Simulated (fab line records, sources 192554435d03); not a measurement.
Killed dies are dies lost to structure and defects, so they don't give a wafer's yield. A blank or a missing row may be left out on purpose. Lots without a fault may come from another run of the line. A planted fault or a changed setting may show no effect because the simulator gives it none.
fab line records | flow n5_finfet
record lots=10 wafers=30 last_day=17
route steps=1938 shown BEOL_M10@1504 BEOL_M11@1536 PASSIVATION@1936
lots that met no fault: from a run of the same line without faults
start_h: hours from the record's first day to the start of the lot's first wafer shown | wait_h: hours since the lot's step before | " the same as in the row above | L1.1+2: a row that stands for several wafers | - no value, or no start given | * or withheld: withheld | < > ~ a bound
route shown NAME@n: a module of which the file shows steps, and the number in the route of the first | usual: mean/standard deviation of fault-free wafers | same: alike in all rows | chamber/n: place in a boat | sites: the reading at each site | _std_site: their standard deviation | _edge_site: outer sites' mean less inner sites' | radius_mm: how far each site lies from the wafer's centre | mask NAME#n: copy n | behind: the tool/chamber that last shaped the wafer | hold: why the lot was held/for how many hours/how that ended | device: the transistor (n, p or np) that didn't switch | end of line: the same wafers' tests at the end of the route | a step without rows: its recipe alone | killed: dies lost to structure and defects at the first sort, not the wafer's yield | map: a wafer's dies, x killed, . not, _ none there
set.NAME: the setting as run; set.NAME@STEP: as run at that earlier step | model.NAME: the simulator's own value behind a step, which no gauge read
steps of the route over a sample of lots; a table a step, a row a wafer
services: from which hour (start_h, from the record's first day; less than 0 if before it) a tool's chamber was out of use, for how many hours, and why
## steps
# step N5_BEOL_M10_INSPECT_30
# recipe mode=adi inspect_instrument=brightfield
# usual raw_defect_count=399/90
# columns lot.wafer tool chamber start_h wait_h raw_defect_count
L506.1 defect_inspect-02 - 216.76 0.0 517
L506.3 " - " " 425
L506.6 " - " " 548
L507.1 defect_inspect-02 - 219.12 0.0 352
L507.4 " - " " 392
L507.5 " - " " 271
L514.2 defect_inspect-01 - 270.93 0.0 317
L514.3 " - " " 455
L514.6 " - " " 413
L516.1 defect_inspect-02 - 286.18 0.0 343
L516.2 " - " " 377
L516.3 " - " " 391
L521.3 defect_inspect-02 - 304.96 0.0 385
L521.5 " - " " 308
L521.6 " - " " 410
L520.1 defect_inspect-02 - 305.13 0.0 321
L520.3 " - " " 510
L520.4 " - " " 380
L523.2 defect_inspect-01 - 314.93 0.0 430
L523.5 " - " " 499
L523.6 " - " " 407
L528.2 defect_inspect-02 - 348.52 0.0 432
L528.4 " - " " 486
L528.5 " - " " 492
L525.3 defect_inspect-01 - 348.86 0.0 326
L525.4 " - " " 506
L525.6 " - " " 393
L527.1 defect_inspect-02 - 350.98 0.0 447
L527.2 " - " " 474
L527.4 " - " " 394
# step N5_BEOL_M10_DESCUM_33
# recipe chemistry=O2 time_s=7.9 source_power_w=50 bias_power_w=20 pressure_mtorr=20 rf_frequency_hz=2.712e+07 temp_c=40 resist=CAR-ArF o2_flow_sccm=225
# usual drypump_motor_current_A=5.6/0.5 oes_product_au=0.81/0.081 rf_vpp_V=243.1/1.1 showerhead_plenum_p_Torr=2.09/0.052 throttle_valve_pct=20.33/0.2
# columns lot.wafer tool chamber start_h wait_h drypump_motor_current_A oes_product_au rf_hours_counter_h rf_vpp_V showerhead_plenum_p_Torr throttle_valve_pct
L506.1 rie_diel-06 2 216.80 0.0 6.1 0.84 56 241.9 2.04 20.38
L506.3 " 3 " " 4.9 0.70 238 243.8 2.06 20.60
L506.6 " 3 " " 5.0 0.70 - 242.7 2.06 20.61
L507.1 rie_diel-06 0 219.16 0.0 5.8 0.70 219 242.1 2.06 20.33
L507.4 " 3 " " 5.0 0.70 - 242.6 2.06 20.63
L507.5 " 0 " " 5.8 0.71 - 243.4 2.06 20.33
L514.2 rie_diel-04 0 271.15 0.2 6.2 0.80 92 243.6 2.11 19.97
L514.3 " 2 " " 5.1 0.85 79 242.9 2.11 20.14
L514.6 " 2 " " 5.1 0.85 - 244.5 2.11 20.13
L516.1 rie_diel-04 2 286.21 0.0 5.1 0.85 83 242.3 2.10 20.14
L516.2 " 0 " " 6.2 0.79 96 243.3 2.11 19.97
L516.3 " 3 " " 5.5 0.75 153 242.0 2.09 20.48
L521.3 rie_diel-04 2 304.99 0.0 5.1 0.83 92 243.6 2.10 20.14
L521.5 " 1 " " 5.5 0.68 - 242.8 2.06 20.64
L521.6 " 0 " " 6.2 0.78 - 242.6 2.11 20.01
L520.1 rie_diel-06 3 305.24 0.1 5.0 0.96 17 241.1 2.05 20.26
L520.3 " 2 " " 6.1 0.79 94 243.4 2.03 20.43
L520.4 " 3 " " 5.0 0.97 - 242.0 2.05 20.24
L523.2 rie_diel-02 0 315.12 0.2 5.0 0.87 39 245.1 2.22 20.32
L523.5 " 3 " " 5.9 0.83 - 244.3 2.20 20.21
L523.6 " 2 " " 5.0 0.76 - 242.0 2.09 20.63
L528.2 rie_diel-06 2 348.63 0.1 6.1 0.78 113 243.4 2.02 20.44
L528.4 " 0 " " 5.8 0.94 15 241.1 2.04 20.09
L528.5 " 2 " " 6.1 0.77 - 242.7 2.02 20.44
L525.3 rie_diel-04 2 349.10 0.2 5.1 0.82 105 243.2 2.10 20.16
L525.4 " 1 " " 5.5 0.97 3 242.2 2.06 20.28
L525.6 " 3 " " 5.5 0.73 - 243.0 2.08 20.51
L527.1 rie_diel-04 2 351.01 0.0 5.1 0.82 105 243.3 2.10 20.16
L527.2 " 1 " " 5.5 0.96 3 242.8 2.06 20.28
L527.4 " 3 " " 5.5 0.73 181 243.3 2.08 20.53
# step N5_BEOL_M10_TRENCH_ETCH_37
# recipe chemistry=C4F6/O2 target_depth_a=1488.3 target=SiCOH_lowk time_s=48 ion_energy_ev=250 pressure_mtorr=30 source_w=345 bias_w=185 Ar_flow_sccm=300 C4F6_flow_sccm=10 O2_flow_sccm=10
# usual drypump_motor_current_A=5.6/0.5 mfc_ar_sccm=300.0/0.93 oes_product_au=0.81/0.08 rf_vpp_V=664/6.2 showerhead_plenum_p_Torr=2.85/0.07 throttle_valve_pct=20.85/0.17
# columns lot.wafer tool chamber start_h wait_h drypump_motor_current_A mfc_ar_sccm oes_product_au rf_hours_counter_h rf_vpp_V showerhead_plenum_p_Torr throttle_valve_pct
L506.1 rie_diel-06 2 - - 6.1 300.5 0.84 56 663 2.78 20.89
L506.3 " 3 " " 5.0 299.2 0.70 238 658 2.80 21.09
L506.6 " 3 " " 5.0 300.7 0.70 - 656 2.80 21.10
L507.1 rie_diel-06 0 - - 5.8 298.6 0.71 219 660 2.82 20.92
L507.4 " 3 " " 4.9 298.8 0.70 - 658 2.80 21.10
L507.5 " 0 " " 5.8 300.6 0.71 - 661 2.82 20.93
L514.2 rie_diel-04 0 - - 6.2 301.1 0.80 92 674 2.89 20.53
L514.3 " 2 " " 5.1 298.6 0.84 79 663 2.88 20.73
L514.6 " 2 " " 5.1 299.4 0.85 - 665 2.88 20.75
L516.1 rie_diel-04 2 - - 5.1 299.4 0.85 83 664 2.88 20.75
L516.2 " 0 " " 6.2 301.6 0.79 96 674 2.88 20.53
L516.3 " 3 " " 5.5 299.0 0.75 153 671 2.85 21.04
L521.3 rie_diel-04 2 - - 5.1 299.6 0.84 92 664 2.88 20.77
L521.5 " 1 " " 5.5 300.8 0.68 - 659 2.79 21.07
L521.6 " 0 " " 6.2 300.1 0.78 - 672 2.88 20.55
L520.1 rie_diel-06 3 - - 5.0 300.8 0.97 17 658 2.79 20.76
L520.3 " 2 " " 6.1 300.1 0.79 94 663 2.76 20.97
L520.4 " 3 " " 5.0 298.6 0.96 - 656 2.79 20.75
L523.2 rie_diel-02 0 - - 5.0 299.3 0.86 39 665 3.02 20.90
L523.5 " 3 " " 5.9 299.2 0.84 - 671 2.99 20.70
L523.6 " 2 " " 5.0 298.6 0.75 - 656 2.84 21.11
L528.2 rie_diel-06 2 - - 6.1 300.4 0.76 113 663 2.76 20.98
L528.4 " 0 " " 5.8 301.3 0.95 15 660 2.80 20.66
L528.5 " 2 " " 6.1 301.8 0.77 - 664 2.76 20.99
L525.3 rie_diel-04 2 - - 5.1 299.6 0.83 105 664 2.87 20.79
L525.4 " 1 " " 5.5 299.8 0.97 3 659 2.79 20.69
L525.6 " 3 " " 5.5 300.1 0.73 - 669 2.84 21.08
L527.1 rie_diel-04 2 - - 5.2 300.8 0.82 106 664 2.87 20.79
L527.2 " 1 " " 5.5 300.9 0.97 4 659 2.79 20.70
L527.4 " 3 " " 5.5 300.3 0.73 181 670 2.84 21.07
# step N5_BEOL_M11_ILD_DEP_00
# recipe material=SiCOH_lowk target_thk_a=3085.1 temp_c=300 precursor=DEMS/porogen pressure_torr=5 rf_w=500 time_s=58
# usual heater_power_w=356/38 showerhead_plenum_p_Torr=5.741/0.013 susceptor_temp_C=300.01/0.21 throttle_valve_pct=13.7/0.55
# columns lot.wafer tool chamber start_h wait_h heater_power_w showerhead_plenum_p_Torr susceptor_temp_C throttle_valve_pct
L506.1 pecvd-02 1 219.85 0.0 329 5.727 300.23 13.8
L506.3 " 0 " " 392 5.753 299.85 13.5
L506.6 " 0 " " 308 5.759 300.04 13.4
L507.1 pecvd-01 2 222.13 0.0 385 5.737 299.88 12.7
L507.4 " 0 " " 388 5.743 299.70 13.8
L507.5 " 2 " " 317 5.734 300.33 13.0
L514.2 pecvd-01 2 275.65 0.0 322 5.739 300.19 12.7
L514.3 " 0 " " 394 5.728 314.85 13.7
L514.6 " 2 " " 342 5.751 299.89 12.6
L516.1 pecvd-01 2 289.35 0.0 384 5.744 300.21 12.7
L516.2 " 1 " " 364 5.739 300.33 13.6
L516.3 " 0 " " 415 5.757 314.88 13.6
L521.3 pecvd-02 2 307.73 0.0 365 5.756 300.05 14.1
L521.5 " 2 " " 371 5.751 299.97 14.4
L521.6 " 0 " " 390 5.758 299.94 13.6
L520.1 pecvd-04 0 308.37 0.0 445 5.746 299.70 13.9
L520.3 " 1 " " 306 5.727 299.64 14.0
L520.4 " 0 " " 441 5.755 300.04 14.0
L523.2 pecvd-04 1 317.95 0.0 265 5.721 299.94 14.0
L523.5 " 1 " " 281 5.706 300.08 13.9
L523.6 " 2 " " 364 5.740 299.92 12.6
L528.2 pecvd-02 0 352.87 0.0 365 5.750 299.74 13.4
L528.4 " 2 " " 403 5.756 300.16 14.9
L528.5 " 0 " " 377 5.742 299.90 13.6
L525.3 pecvd-02 1 353.28 0.0 339 5.723 300.02 13.6
L525.4 " 0 " " 314 5.743 300.01 13.4
L525.6 " 1 " " 362 5.743 300.03 13.5
L527.1 pecvd-02 2 354.01 0.0 405 5.756 299.96 14.6
L527.2 " 0 " " 373 5.769 300.08 13.7
L527.4 " 1 " " 344 5.726 299.99 13.5
# step N5_BEOL_M11_THK_MEAS_01
# recipe reads=SiCOH_lowk_of_BEOL_M11_ILD_DEP_00
# usual M11_ILD_THK=268/3.1
# columns lot.wafer tool chamber start_h wait_h M11_ILD_THK[nm]
L506.1 film_metro-01 - 220.44 0.4 266
L506.3 " - " " 263
L506.6 " - " " 270
L507.1 film_metro-02 - 222.72 0.4 265
L507.4 " - " " 265
L507.5 " - " " 268
L514.2 film_metro-02 - 276.27 0.4 264
L514.3 " - " " 252
L514.6 " - " " 271
L516.1 film_metro-02 - 289.94 0.4 262
L516.2 " - " " 264
L516.3 " - " " 244
L521.3 film_metro-02 - 308.32 0.3 267
L521.5 " - " " 270
L521.6 " - " " 269
L520.1 film_metro-02 - 308.96 0.4 266
L520.3 " - " " 268
L520.4 " - " " 270
L523.2 film_metro-01 - 318.91 0.4 269
L523.5 " - " " 273
L523.6 " - " " 268
L528.2 film_metro-02 - 353.46 0.4 268
L528.4 " - " " 272
L528.5 " - " " 270
L525.3 film_metro-02 - 354.35 0.5 264
L525.4 " - " " 267
L525.6 " - " " 268
L527.1 film_metro-02 - 355.08 0.8 265
L527.2 " - " " 263
L527.4 " - " " 267
# step N5_PASSIVATION_PROBE_49
# usual defect_limited_yield=91.3/1.3 killed_at_M0_to_M3=33/8.9 killed_at_M4_up=15/5.4 killed_at_contacts=13/5.8 killed_at_front_end=39/9.9 killed_at_other=3.2/2.9 killed_dies=102/15 killed_open=68/12 killed_short=34/7.6 sort_bin_4_leakage=0.00/0.007 sort_bin_5_function=5.1/0.89 sort_bin_6_memory=3.2/0.63 sort_bin_8_speed=0.00/0.007 sort_n_pass=1078/15 sort_yield_pct=91.3/1.3
# same gross_dies=1180 killed_at_back_side=0
# columns lot.wafer tool chamber start_h wait_h defect_limited_yield[%] killed_at_M0_to_M3 killed_at_M4_up killed_at_contacts killed_at_front_end killed_at_other killed_dies killed_open killed_short sort_bin_4_leakage[%] sort_bin_5_function[%] sort_bin_6_memory[%] sort_bin_8_speed[%] sort_n_pass sort_yield_pct[%]
L514.2 prober-01 - 324.75 0.1 92.5 29 11 12 36 0 88 54 33 0 5.1 2.2 0 1092 92.5
L514.3 prober-01 - 324.80 0.1 94.4 25 6 4 29 2 66 42 24 0 3.8 1.8 0 1114 94.4
L514.6 prober-01 - 324.95 0.3 93.0 24 7 20 28 4 83 55 27 0 4.5 2.3 0 1097 93.0
L520.1 prober-02 - 357.20 0.0 90.3 36 15 10 44 10 115 78 37 0 4.6 4.9 0 1065 90.3
L520.3 prober-02 - 357.30 0.1 91.6 26 28 7 32 6 99 61 38 0 4.7 3.4 0 1081 91.6
L520.4 prober-02 - 357.35 0.2 91.3 33 19 15 29 7 103 63 39 0 4.7 3.3 0 1077 91.3
L521.6 prober-02 - 360.46 0.3 90.7 33 8 10 59 0 110 58 52 0 5.3 3.6 0 1070 90.7
L523.2 prober-02 - 364.78 0.1 90.0 40 14 23 40 1 118 89 28 0 6.2 3.7 0 1062 90.0
L523.5 prober-02 - 364.93 0.2 89.8 42 15 15 48 0 120 75 44 0 6.0 3.6 0 1060 89.8
L523.6 prober-02 - 364.98 0.3 89.5 45 13 18 45 3 124 87 34 0 5.3 4.7 0 1056 89.5
L525.3 prober-01 - 402.58 0.1 92.1 15 12 21 41 4 93 59 33 0 4.8 2.6 0 1087 92.1
L525.4 prober-01 - 402.63 0.2 90.3 41 12 16 41 5 115 77 37 0 5.9 3.3 0 1065 90.3
L525.6 prober-01 - 402.73 0.3 91.4 27 11 22 37 4 101 78 21 0 4.8 3.4 0 1079 91.4
# killed by level:class
L514.2 STI_FIN_REVEAL:geometric_particle:open=10 MOL_CONTACT_COAG:geometric_particle:open=8 BEOL_M0_SAQP:geometric_particle:short=8 BEOL_M2:geometric_particle:open=6 FIN_SAQP:geometric_particle:short=5 STI_FIN_REVEAL:geometric_particle:short=5 MOL_CONTACT_COAG:geometric_particle:short=4 BEOL_M1:geometric_particle:open=4
L514.3 STI_FIN_REVEAL:geometric_particle:open=8 BEOL_M3:geometric_particle:open=7 FIN_SAQP:geometric_particle:short=6 BEOL_M2:geometric_particle:open=6 BEOL_M0_SAQP:geometric_particle:short=5 BEOL_M0_SAQP:geometric_particle:open=4 FIN_SAQP:geometric_particle:open=3 GATE_CUT:geometric_particle:short=3
L514.6 MOL_CONTACT_COAG:geometric_particle:open=12 MOL_CONTACT_COAG:geometric_particle:short=8 BEOL_M1:geometric_particle:open=8 BEOL_M2:geometric_particle:open=7 FIN_SAQP:geometric_particle:open=5 STI_FIN_REVEAL:geometric_particle:short=4 STI_FIN_REVEAL:geometric_particle:open=4 DUMMY_GATE:geometric_particle:open=4
L520.1 FIN_SAQP:geometric_particle:open=17 FIN_SAQP:geometric_particle:short=10 MOL_CONTACT_COAG:geometric_particle:open=9 BEOL_M4:geometric_particle:open=9 BEOL_M1:geometric_particle:open=8 BEOL_M2:geometric_particle:open=8 BEOL_M0_SAQP:geometric_particle:short=6 MIM_TOP_ETCH:geometric_particle:open=6
L520.3 BEOL_M4:geometric_particle:open=14 FIN_SAQP:geometric_particle:short=8 MOL_CONTACT_COAG:geometric_particle:open=7 BEOL_M0_SAQP:geometric_particle:open=6 FIN_SAQP:geometric_particle:open=5 DUMMY_GATE:geometric_particle:short=5 BEOL_M7:geometric_particle:open=5 STARTING-WAFER:geometric_particle:short=5
L520.4 MOL_CONTACT_COAG:geometric_particle:open=11 BEOL_M0_SAQP:geometric_particle:open=11 BEOL_M1:geometric_particle:open=8 BEOL_M4:geometric_particle:open=8 FIN_SAQP:geometric_particle:open=6 FIN_SAQP:geometric_particle:short=6 BEOL_M0_SAQP:geometric_particle:short=6 GATE_CUT:geometric_particle:short=6
L521.6 FIN_SAQP:geometric_particle:short=21 BEOL_M0_SAQP:geometric_particle:short=12 FIN_SAQP:geometric_particle:open=10 MOL_CONTACT_COAG:geometric_particle:open=9 BEOL_M0_SAQP:geometric_particle:open=8 STARTING-WAFER:geometric_particle:short=6 DUMMY_GATE:geometric_particle:open=5 GATE_CUT:geometric_particle:short=5
L523.2 MOL_CONTACT_COAG:geometric_particle:open=21 BEOL_M0_SAQP:geometric_particle:open=11 BEOL_M3:geometric_particle:open=11 STI_FIN_REVEAL:geometric_particle:open=10 FIN_SAQP:geometric_particle:short=8 BEOL_M2:geometric_particle:open=8 BEOL_M0_SAQP:geometric_particle:short=7 GATE_CUT:geometric_particle:open=5
L523.5 STI_FIN_REVEAL:geometric_particle:open=13 MOL_CONTACT_COAG:geometric_particle:open=12 BEOL_M0_SAQP:geometric_particle:short=12 BEOL_M0_SAQP:geometric_particle:open=9 BEOL_M3:geometric_particle:open=8 FIN_SAQP:geometric_particle:open=7 GATE_CUT:geometric_particle:short=6 BEOL_M2:geometric_particle:open=6
L523.6 MOL_CONTACT_COAG:geometric_particle:open=15 STI_FIN_REVEAL:geometric_particle:open=12 BEOL_M3:geometric_particle:open=12 BEOL_M0_SAQP:geometric_particle:open=10 BEOL_M1:geometric_particle:open=7 FIN_SAQP:geometric_particle:open=6 FIN_SAQP:geometric_particle:short=5 STI_FIN_REVEAL:geometric_particle:short=5
L525.3 MOL_CONTACT_COAG:geometric_particle:open=18 FIN_SAQP:geometric_particle:open=13 FIN_SAQP:geometric_particle:short=6 STI_FIN_REVEAL:geometric_particle:open=6 BEOL_M4:geometric_particle:open=6 BEOL_M2:geometric_particle:open=4 BEOL_M4:geometric_particle:short=4 GATE_CUT:geometric_particle:short=3
L525.4 MOL_CONTACT_COAG:geometric_particle:open=15 BEOL_M2:geometric_particle:open=13 BEOL_M0_SAQP:geometric_particle:short=10 FIN_SAQP:geometric_particle:open=8 STI_FIN_REVEAL:geometric_particle:open=8 FIN_SAQP:geometric_particle:short=7 DUMMY_GATE:geometric_particle:open=7 BEOL_M0_SAQP:geometric_particle:open=7
L525.6 MOL_CONTACT_COAG:geometric_particle:open=22 FIN_SAQP:geometric_particle:open=11 BEOL_M4:geometric_particle:open=7 STI_FIN_REVEAL:geometric_particle:open=6 BEOL_M0_SAQP:geometric_particle:open=6 STARTING-WAFER:geometric_particle:open=5 BEOL_M0:geometric_particle:open=4 BEOL_M3:geometric_particle:open=4
## services
# columns tool chamber start_h hours kind
rie_diel-02 3 196.56 2.4 repair
pecvd-04 1 199.60 5.5 scheduled_down
pecvd-04 2 205.34 - clean
pecvd-04 2 205.34 - consumable_replace:showerhead
pecvd-04 2 205.34 29.0 scheduled_down
pecvd-04 2 205.34 29.0 vent_cycle
rie_diel-02 - 217.41 0.9 repair
rie_diel-02 - 221.67 28.1 pm
rie_diel-06 3 240.20 - clean
rie_diel-06 3 240.20 - consumable_replace:focus_ring
rie_diel-06 3 240.20 19.6 scheduled_down
rie_diel-06 3 240.20 19.6 vent_cycle
pecvd-01 1 274.01 5.5 scheduled_down
rie_diel-04 1 283.96 9.8 repair
rie_diel-06 0 291.93 - clean
rie_diel-06 0 291.93 - consumable_replace:focus_ring
rie_diel-06 0 291.93 14.4 scheduled_down
rie_diel-06 0 291.93 14.4 vent_cycle
rie_diel-04 2 306.92 9.3 repair
rie_diel-04 1 322.19 - clean
rie_diel-04 1 322.19 - consumable_replace:focus_ring
rie_diel-04 1 322.19 16.8 scheduled_down
rie_diel-04 1 322.19 16.8 vent_cycle
pecvd-01 - 330.40 2.8 pm
## key
first_sign step=N5_BEOL_M11_ILD_DEP_00 reading=susceptor_temp_C direction=up sigmas=72 usual=* struck=*
effect step=N5_BEOL_M11_THK_MEAS_01 reading=M11_ILD_THK direction=down sigmas=6.6 usual=268 struck=248
met_at N5_BEOL_M11_ILD_DEP_00
struck_lots L514,L516
struck_wafers L514.3,L516.3
not_acting_at N5_BEOL_M10_INSPECT_30,N5_BEOL_M10_DESCUM_33,N5_BEOL_M10_TRENCH_ETCH_37
onset_between 222.13 275.65
fault kind=process_parameter_drift tool=pecvd-01 chamber=0 onset_h=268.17 steps=N5_BEOL_M11_ILD_DEP_00 channel=temp_c offset=* shape=step end_h=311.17 acts_in=* stated=*
